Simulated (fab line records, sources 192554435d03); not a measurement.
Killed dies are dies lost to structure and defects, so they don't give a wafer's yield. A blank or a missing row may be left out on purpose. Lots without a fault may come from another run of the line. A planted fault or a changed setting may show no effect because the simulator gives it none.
Chamber matching | flow n5_finfet | N5_BEOL_M7_PECVD_70 on pecvd-01: 3 sister chambers
The step deposits SiO2 from TEOS/O2, target thk 20 nm, time 22.7 s. 24 wafers are shown with their chamber, then 12 later ones without.

WAFERS WITH THEIR CHAMBER
wafer  | chamber | throttle_valve_pct (%) | showerhead_plenum_p_Torr (Torr) | heater_power_outer_w (W)
L075.2 | 1       | 22.0                   | 8.80                            | 580
L075.5 | 0       | 21.7                   | 8.86                            | 510
L075.6 | 2       | 20.0                   | 8.90                            | 467
L078.1 | 1       | 22.2                   | 8.83                            | 606
L078.2 | 0       | 21.5                   | 8.86                            | 514
L078.5 | 0       | 21.6                   | 8.89                            | 506
L082.2 | 2       | 19.9                   | 8.90                            | 352
L082.3 | 1       | 22.1                   | 8.83                            | 570
L082.6 | 1       | 22.3                   | 8.83                            | 564
L083.2 | 2       | 20.0                   | 8.91                            | 451
L083.5 | 1       | 22.2                   | 8.84                            | 559
L083.6 | 0       | 21.6                   | 8.86                            | 506
L084.1 | 2       | 20.2                   | 8.92                            | 459
L084.3 | 0       | 21.8                   | 8.86                            | 478
L084.4 | 1       | 21.9                   | 8.80                            | 564
L086.1 | 1       | 22.0                   | 8.81                            | 617
L086.3 | 2       | 20.2                   | 8.95                            | 392
L086.5 | 1       | 21.9                   | 8.81                            | 614
L089.1 | 0       | 21.8                   | 8.86                            | 461
L089.4 | 0       | 21.9                   | 8.87                            | 452
L089.5 | 1       | 22.2                   | 8.84                            | 580
L091.2 | 2       | 20.4                   | 8.92                            | 420
L091.3 | 1       | 22.3                   | 8.81                            | 582
L091.6 | 0       | 21.7                   | 8.88                            | 446

SIGNATURES (means of the wafers above)
reading                  | chamber 0 | chamber 1 | chamber 2 | scatter within a chamber
throttle_valve_pct       | 21.700    | 22.110    | 20.117    | 0.154
showerhead_plenum_p_Torr | 8.8675    | 8.8200    | 8.9167    | 0.0152
heater_power_outer_w     | 484.12    | 583.60    | 423.50    | 30.7
Rule: a wafer's distance from a chamber is the root of the sum, over the readings, of the square of ((its reading less the chamber's mean) divided by the reading's scatter). The wafer belongs to the nearest chamber; if the next one is less than 2 further off, it can't be placed. The scatter: the root of (the sum of the squares of (reading less its chamber's mean) over the shown wafers, divided by (wafers less chambers)).

WAFERS WITHOUT THEIR CHAMBER
wafer  | throttle_valve_pct (%) | showerhead_plenum_p_Torr (Torr) | heater_power_outer_w (W)
L094.2 | 22.6                   | 8.80                            | 525
L094.3 | 20.1                   | 8.91                            | 406
L094.5 | 20.2                   | 8.92                            | 407
L095.1 | 22.1                   | 8.83                            | 561
L095.3 | 21.9                   | 8.86                            | 478
L095.4 | 20.5                   | 8.90                            | 393
L096.1 | 22.0                   | 8.86                            | 517
L096.3 | 20.4                   | 8.91                            | 434
L096.5 | 21.9                   | 8.88                            | 503
L097.1 | 22.5                   | 8.83                            | 620
L097.3 | 22.0                   | 8.87                            | 410
L097.5 | 22.0                   | 8.82                            | 620

WHICH CHAMBER EACH WENT THROUGH
wafer  | from the rows above     | in truth
L094.2 | 1                       | 1
L094.3 | 2                       | 2
L094.5 | 2                       | 2
L095.1 | 1                       | 1
L095.3 | 0                       | 0
L095.4 | 2                       | 2
L096.1 | can't be placed: 0 or 1 | 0
L096.3 | 2                       | 2
L096.5 | 0                       | 0
L097.1 | 1                       | 1
L097.3 | 0                       | 0
L097.5 | 1                       | 1
Placed correctly: 11 of 12. Can't be placed from these rows: 1 (the true chamber is among the candidates in 1). Placed wrongly: 0.
